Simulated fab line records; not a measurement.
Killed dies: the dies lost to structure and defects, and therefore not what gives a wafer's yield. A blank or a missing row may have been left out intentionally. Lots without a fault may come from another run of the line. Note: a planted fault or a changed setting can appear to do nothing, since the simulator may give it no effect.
A single fault, viewed from 2 desks :: flow n5-finfet :: numbers are kept per desk, each desk with only its own; the story behind them comes last

== METROLOGY DESK ==
What the gauges read for every lot (on any tool): the sampled wafers with a number, averaged. Any lot whose mean is over 4 standard deviations away from the usual mean is out of limits and marked OUT; that distance is given in the brackets.
Columns: A = cd-nm at N5_MIM_BOT_LITHO_CD_MEAS_08, usual 2999.8 nm
lot: L856
first seen here: day 13 05:54
A: 3001.7

lot: L858
first seen here: day 13 07:20
A: 2996.5

lot: L860
first seen here: day 13 16:34
A: 2998.2

lot: L862
first seen here: day 14 07:58
A: 3000.7

lot: L863
first seen here: day 14 15:36
A: 3001.0

lot: L865
first seen here: day 15 02:26
A: 2999.4

lot: L871
first seen here: day 15 21:41
A: 3001.7

lot: L873
first seen here: day 16 09:10
A: 3001.0

lot: L872
first seen here: day 16 15:07
A: 2997.4

lot: L875
first seen here: day 16 16:28
A: 2999.3

lot: L879
first seen here: day 17 23:44
A: 2999.5

lot: L878
first seen here: day 18 04:26
A: 3000.3
This desk's verdict: no lot among the 12 shows anything out of limits.

== AT THE TOOL OWNER'S DESK: pvd-sputter-03 ==
The tool's own readings at N5_BEOL_M5_SPUTTER_88 (material Cu, target thk 15 nm, time 27.62 s): means of the sampled wafers that have a number, for each lot that ran on this tool. Any lot whose mean is over 4 standard deviations away from the usual mean is out of limits and marked OUT; that distance is given in the brackets.
Columns: A = throttle-valve-pct at N5_BEOL_M5_SPUTTER_88, usual 30.8 %
lot: L856
first seen here: day 9 10:16
A: 31.5

lot: L863
first seen here: day 10 11:46
A: 31.0

lot: L865
first seen here: day 11 01:32
A: 31.2
This desk's verdict: no lot among the 3 shows anything out of limits.

== TAKEN TOGETHER ==
The metrology desk saw nothing out of limits.
The desk of the tool owner found nothing out of limits.

== WHAT WAS PUT IN BY THE SIMULATOR ==
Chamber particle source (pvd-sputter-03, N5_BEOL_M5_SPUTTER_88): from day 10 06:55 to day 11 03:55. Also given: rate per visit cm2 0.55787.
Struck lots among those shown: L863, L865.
